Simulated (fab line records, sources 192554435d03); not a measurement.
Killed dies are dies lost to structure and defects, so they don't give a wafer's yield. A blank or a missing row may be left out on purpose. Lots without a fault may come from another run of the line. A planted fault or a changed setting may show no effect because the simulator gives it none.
fab line records | flow n5_finfet | part 2 of 2: steps 5 to 6 of 6
record lots=20 wafers=60 last_day=19
route steps=1938 shown ZERO_LAYER@15 PMOS_HMC_CHANNEL_EPI@69 FIN_SAQP@101 FIN_CUT@166
lots that met no fault: from a run of the same line without faults
start_h: hours from the record's first day to the start of the lot's first wafer shown | wait_h: hours since the lot's step before | " the same as in the row above | L1.1+2: a row that stands for several wafers | - no value, or no start given | * or withheld: withheld | < > ~ a bound
route shown NAME@n: a module of which the file shows steps, and the number in the route of the first | usual: mean/standard deviation of fault-free wafers | same: alike in all rows | chamber/n: place in a boat | sites: the reading at each site | _std_site: their standard deviation | _edge_site: outer sites' mean less inner sites' | radius_mm: how far each site lies from the wafer's centre | mask NAME#n: copy n | behind: the tool/chamber that last shaped the wafer | hold: why the lot was held/for how many hours/how that ended | device: the transistor (n, p or np) that didn't switch | end of line: the same wafers' tests at the end of the route | a step without rows: its recipe alone | killed: dies lost to structure and defects at the first sort, not the wafer's yield | map: a wafer's dies, x killed, . not, _ none there
set.NAME: the setting as run; set.NAME@STEP: as run at that earlier step | model.NAME: the simulator's own value behind a step, which no gauge read
steps of the route over a sample of lots; a table a step, a row a wafer
services: from which hour (start_h, from the record's first day; less than 0 if before it) a tool's chamber was out of use, for how many hours, and why
## steps
# step N5_FIN_SAQP_ETCH_52
# recipe chemistry=N2/H2 target=SOC target_depth_a=1000 overetch_a=200 mask_material=SiARC temp_c=40 time_s=150 ion_energy_ev=200 pressure_mtorr=30 source_w=840 bias_w=150 n2_flow_sccm=200 h2_flow_sccm=200 ends=end_point
# usual drypump_motor_current_A=5.8/0.37 h2_flow_sccm=199.9/0.55 oes_product_au=0.71/0.072 rf_vpp_V=524/3.4 showerhead_plenum_p_Torr=2.56/0.12 throttle_valve_pct=17.78/0.2
# columns lot.wafer tool chamber start_h wait_h drypump_motor_current_A h2_flow_sccm oes_product_au rf_hours_counter_h rf_vpp_V showerhead_plenum_p_Torr throttle_valve_pct
L074.1 rie_diel-02 2 22.48 0.0 6.4 199.8 0.63 201 522 2.53 18.05
L074.2 " 1 " " 5.5 199.3 0.80 22 528 2.70 17.60
L074.3 " 3 " " 5.9 199.6 0.71 127 527 2.66 17.65
L075.1 rie_diel-05 2 28.19 0.0 5.8 200.4 0.62 225 520 2.41 18.02
L075.4 " 1 " " 5.4 199.0 0.72 86 519 2.37 17.90
L075.5 " 0 " " 5.5 200.1 0.72 - 529 2.67 17.56
L076.1 rie_diel-05 2 35.03 0.0 5.8 198.9 0.63 228 518 2.41 18.05
L076.5 " 0 " " 5.5 199.8 0.71 - 528 2.66 17.56
L076.6 " 1 " " 5.4 199.9 0.72 - 519 2.36 17.90
L077.2 rie_diel-02 1 39.71 0.0 5.5 199.7 0.80 30 528 2.70 17.60
L077.3 " 3 " " 5.9 201.0 0.69 135 526 2.66 17.67
L077.6 " 3 " " 5.9 199.7 0.70 - 528 2.66 17.68
L078.2 rie_diel-04 2 46.21 0.0 6.1 199.8 0.87 5 523 2.50 17.87
L078.5 " 2 " " 6.1 199.8 0.86 - 523 2.50 17.89
L078.6 " 1 " " 6.1 199.8 0.69 - 521 2.43 17.60
L079.3 rie_diel-05 0 51.86 0.0 5.5 198.8 0.71 121 527 2.66 17.57
L079.4 " 3 " " 6.3 200.1 0.65 195 526 2.64 18.04
L079.6 " 1 " " 5.5 200.8 0.72 - 519 2.36 17.92
L081.1 rie_diel-04 3 64.17 0.0 6.0 199.2 0.68 158 523 2.54 17.72
L081.3 " 2 " " 6.1 200.6 0.85 12 523 2.50 17.88
L081.6 " 1 " " 6.1 200.3 0.68 - 521 2.43 17.62
L082.1 rie_diel-02 0 70.54 0.0 5.3 200.2 0.86 0 527 2.72 17.51
L082.2 " 2 " " 6.4 200.8 0.62 211 522 2.52 18.06
L082.6 " 1 " " 5.5 200.5 0.78 - 528 2.69 17.63
L084.1 rie_diel-02 1 81.86 0.0 5.5 199.8 0.76 49 527 2.69 17.64
L084.2 " 2 " " 6.4 200.5 0.62 215 525 2.52 18.07
L084.5 " 0 " " 5.3 199.8 0.83 - 529 2.72 17.50
L085.1 rie_diel-04 1 91.51 0.0 6.1 200.0 0.67 178 521 2.42 17.62
L085.2 " 2 " " 6.1 200.7 0.82 23 523 2.49 17.91
L085.6 " 1 " " 6.1 199.9 0.67 - 520 2.42 17.62
L086.1 rie_diel-05 0 97.92 0.0 5.5 199.3 0.70 135 527 2.66 17.61
L086.4 " 2 " " 5.8 200.0 0.62 245 520 2.40 18.08
L086.5 " 0 " " 5.6 199.2 0.70 - 526 2.66 17.62
L087.1 rie_diel-04 2 102.05 0.0 6.1 199.9 0.81 28 522 2.49 17.94
L087.5 " 1 " " 6.1 200.0 0.67 - 521 2.42 17.65
L087.6 " 2 " " 6.1 199.9 0.81 - 523 2.49 17.92
L088.1 rie_diel-04 3 105.99 0.0 6.0 200.4 0.67 174 523 2.53 17.75
L088.2 " 1 " " 6.1 199.7 0.66 184 522 2.42 17.64
L088.5 " 1 " " 6.1 199.3 0.67 - 521 2.42 17.62
L090.1 rie_diel-05 0 118.05 0.0 5.6 199.8 0.69 142 527 2.65 17.60
L090.4 " 1 " " 5.4 200.5 0.70 - 518 2.35 17.96
L090.5 " 0 " " 5.6 200.4 0.69 - 526 2.65 17.59
L092.1 rie_diel-05 1 129.92 0.0 5.4 201.2 0.69 121 519 2.35 17.96
L092.3 " 0 " " 5.6 199.9 0.69 146 526 2.65 17.62
L092.5 " 0 " " 5.6 200.8 0.69 - 527 2.65 17.63
L093.3 rie_diel-04 3 135.77 0.0 6.0 199.7 0.66 185 525 2.53 17.76
L093.5 " 2 " " 6.1 200.3 0.79 - 523 2.48 17.94
L093.6 " 3 " " 6.0 198.8 0.67 - 524 2.53 17.77
L094.1 rie_diel-02 0 141.47 0.0 5.3 200.3 0.77 25 528 2.71 17.56
L094.2 " 3 " " 5.9 199.8 0.67 174 524 2.64 17.74
L094.4 " 1 " " 5.5 200.0 0.74 69 528 2.68 17.66
L095.2 rie_diel-02 0 147.60 0.0 5.3 200.0 0.77 27 527 2.71 17.55
L095.5 " 2 " " 6.4 200.0 0.61 - 523 2.51 18.12
L095.6 " 3 " " 5.9 200.5 0.67 - 527 2.64 17.74
L096.1 rie_diel-05 1 153.55 0.0 5.4 199.6 0.68 130 519 2.35 17.99
L096.2 " 2 " " 5.9 200.4 0.85 5 527 2.72 17.65
L096.3 " 3 " " 6.3 199.5 0.63 230 528 2.62 18.10
L097.2 rie_diel-02 3 160.34 0.0 5.9 199.5 0.66 180 526 2.64 17.76
L097.4 " 1 " " 5.5 199.7 0.74 75 528 2.68 17.68
L097.6 " 3 " " 5.9 199.2 0.67 - 526 2.64 17.75
# step N5_FIN_CUT_DESCUM_13
# recipe chemistry=O2 time_s=7 source_power_w=50 bias_power_w=20 pressure_mtorr=20 rf_frequency_hz=2.712e+07 temp_c=40 resist=CAR-EUV o2_flow_sccm=225
# usual drypump_motor_current_A=5.51/0.3 oes_product_au=0.79/0.078 rf_vpp_V=243.1/1.4 showerhead_plenum_p_Torr=2.09/0.074 throttle_valve_pct=20.37/0.27
# columns lot.wafer tool chamber start_h wait_h drypump_motor_current_A oes_product_au rf_hours_counter_h rf_vpp_V showerhead_plenum_p_Torr throttle_valve_pct
L074.1 rie_diel-06 3 29.32 0.0 5.06 0.76 166 242.7 2.00 20.36
L074.2 " 2 " " 5.96 0.85 61 245.7 2.21 20.07
L074.3 " 1 " " 5.99 0.68 237 243.4 2.15 20.41
L075.1 rie_diel-01 0 33.26 0.0 5.07 0.89 35 244.3 2.14 20.56
L075.4 " 3 " " 5.65 0.82 86 242.7 2.03 19.99
L075.5 " 3 " " 5.65 0.81 - 242.2 2.03 20.01
L076.1 rie_diel-06 1 39.70 0.0 5.98 0.67 240 245.3 2.15 20.41
L076.5 " 3 " " 5.07 0.76 - 240.2 2.00 20.38
L076.6 " 0 " " 5.46 0.98 - 243.6 2.15 20.06
L077.2 rie_diel-01 0 45.07 0.0 5.08 0.88 37 244.7 2.13 20.55
L077.3 " 1 " " 5.61 0.75 172 244.1 2.17 20.42
L077.6 " 2 " " 5.69 0.75 - 243.5 2.09 20.51
L078.2 rie_diel-01 2 51.20 0.1 5.68 0.74 172 244.4 2.09 20.53
L078.5 " 3 " " 5.65 0.81 - 242.4 2.02 20.00
L078.6 " 2 " " 5.67 0.75 - 242.8 2.09 20.52
L079.3 rie_diel-06 0 56.88 0.0 5.49 0.96 13 244.4 2.15 20.08
L079.4 " 2 " " 5.92 0.84 68 244.1 2.21 20.10
L079.6 " 2 " " 5.96 0.83 - 243.0 2.21 20.08
L081.1 rie_diel-06 3 68.80 0.0 5.06 0.75 177 242.0 2.00 20.38
L081.3 " 0 " " 5.46 0.95 17 243.1 2.15 20.05
L081.6 " 3 " " 5.08 0.76 - 239.8 2.00 20.39
L082.1 rie_diel-03 1 75.35 0.1 5.24 0.81 106 241.0 1.93 20.07
L082.2 " 2 " " 5.29 0.76 139 245.1 2.10 20.86
L082.6 " 2 " " 5.30 0.77 - 241.6 2.10 20.86
L084.1 rie_diel-01 3 86.50 0.0 5.67 0.79 101 241.7 2.02 20.01
L084.2 " 1 " " 5.59 0.73 182 242.9 2.17 20.45
L084.5 " 0 " " 5.07 0.86 - 243.7 2.13 20.57
L085.1 rie_diel-01 0 101.42 0.3 5.06 0.85 52 245.3 2.13 20.58
L085.2 " 2 " " 5.68 0.74 187 243.9 2.08 20.55
L085.6 " 0 " " 5.06 0.86 - 244.3 2.13 20.58
L086.1 rie_diel-06 3 105.26 0.1 5.06 0.74 190 241.9 1.99 20.40
L086.4 " 1 " " 5.97 0.97 5 242.9 2.14 20.08
L086.5 " 2 " " 5.94 0.82 - 244.9 2.20 20.08
L087.1 rie_diel-03 0 107.34 0.0 5.58 0.73 183 242.7 2.08 20.25
L087.5 " 3 " " 5.70 0.71 - 242.6 2.08 20.69
L087.6 " 2 " " 5.29 0.75 - 242.8 2.10 20.89
L088.1 rie_diel-01 1 110.94 0.1 5.58 0.73 189 243.9 2.17 20.45
L088.2 " 0 " " 5.07 0.84 55 244.2 2.13 20.58
L088.5 " 1 " " 5.58 0.73 - 243.9 2.17 20.45
L090.1 rie_diel-03 3 122.84 0.1 5.69 0.71 204 243.7 2.08 20.69
L090.4 " 1 " " 5.20 0.78 - 240.9 1.93 20.10
L090.5 " 2 " " 5.30 0.75 - 244.0 2.09 20.91
L092.1 rie_diel-03 3 134.62 0.0 5.71 0.70 210 243.0 2.08 20.72
L092.3 " 2 " " 5.31 0.75 156 242.1 2.09 20.89
L092.5 " 1 " " 5.21 0.79 - 240.7 1.93 20.12
L093.3 rie_diel-03 3 140.58 0.0 5.69 0.72 212 242.8 2.08 20.70
L093.5 " 3 " " 5.70 0.71 - 242.7 2.08 20.70
L093.6 " 2 " " 5.28 0.75 - 243.8 2.09 20.90
L094.1 rie_diel-03 0 147.69 0.0 5.53 0.73 189 243.4 2.08 20.25
L094.2 " 2 " " 5.25 0.73 161 242.2 2.09 20.90
L094.4 " 1 " " 5.23 0.78 126 241.3 1.93 20.11
L095.2 rie_diel-06 3 152.08 0.0 5.06 0.72 206 241.5 1.99 20.43
L095.5 " 3 " " 5.08 0.73 - 241.0 1.99 20.43
L095.6 " 1 " " 5.99 0.93 - 244.9 2.14 20.11
L096.1 rie_diel-06 3 158.41 0.2 5.06 0.72 207 242.0 1.99 20.43
L096.2 " 2 " " 5.94 0.80 99 245.2 2.20 20.13
L096.3 " 0 " " 5.45 0.89 46 245.0 2.14 20.14
L097.2 rie_diel-06 2 164.96 0.0 5.95 0.79 101 244.9 2.20 20.14
L097.4 " 0 " " 5.47 0.89 49 245.2 2.14 20.10
L097.6 " 3 " " 5.04 0.73 - 241.3 1.99 20.44
## services
# columns tool chamber start_h hours kind
rie_diel-06 0 -2.69 - clean
rie_diel-06 0 -2.69 - consumable_replace:focus_ring
rie_diel-06 0 -2.69 18.4 scheduled_down
rie_diel-06 0 -2.69 18.4 vent_cycle
rie_diel-04 2 -0.97 4.9 repair
rie_diel-01 2 0.33 15.5 repair
rie_diel-02 - 4.31 1.0 repair
rie_diel-02 2 26.16 26.8 repair
rie_diel-05 3 33.07 9.2 repair
rie_diel-02 0 52.92 - clean
rie_diel-05 2 60.80 8.2 repair
rie_diel-06 1 71.11 - clean
rie_diel-06 1 71.11 - consumable_replace:focus_ring
rie_diel-06 1 71.11 17.6 scheduled_down
rie_diel-06 1 71.11 17.6 vent_cycle
rie_diel-02 - 85.35 0.4 repair
rie_diel-03 3 91.98 1.4 repair
rie_diel-03 - 110.52 4.3 pm
rie_diel-02 2 113.74 6.6 repair
rie_diel-03 0 122.22 3.0 repair
rie_diel-03 0 125.87 9.6 repair
rie_diel-01 0 135.30 1.6 repair
rie_diel-06 2 146.56 6.0 repair
rie_diel-03 2 152.31 9.3 repair
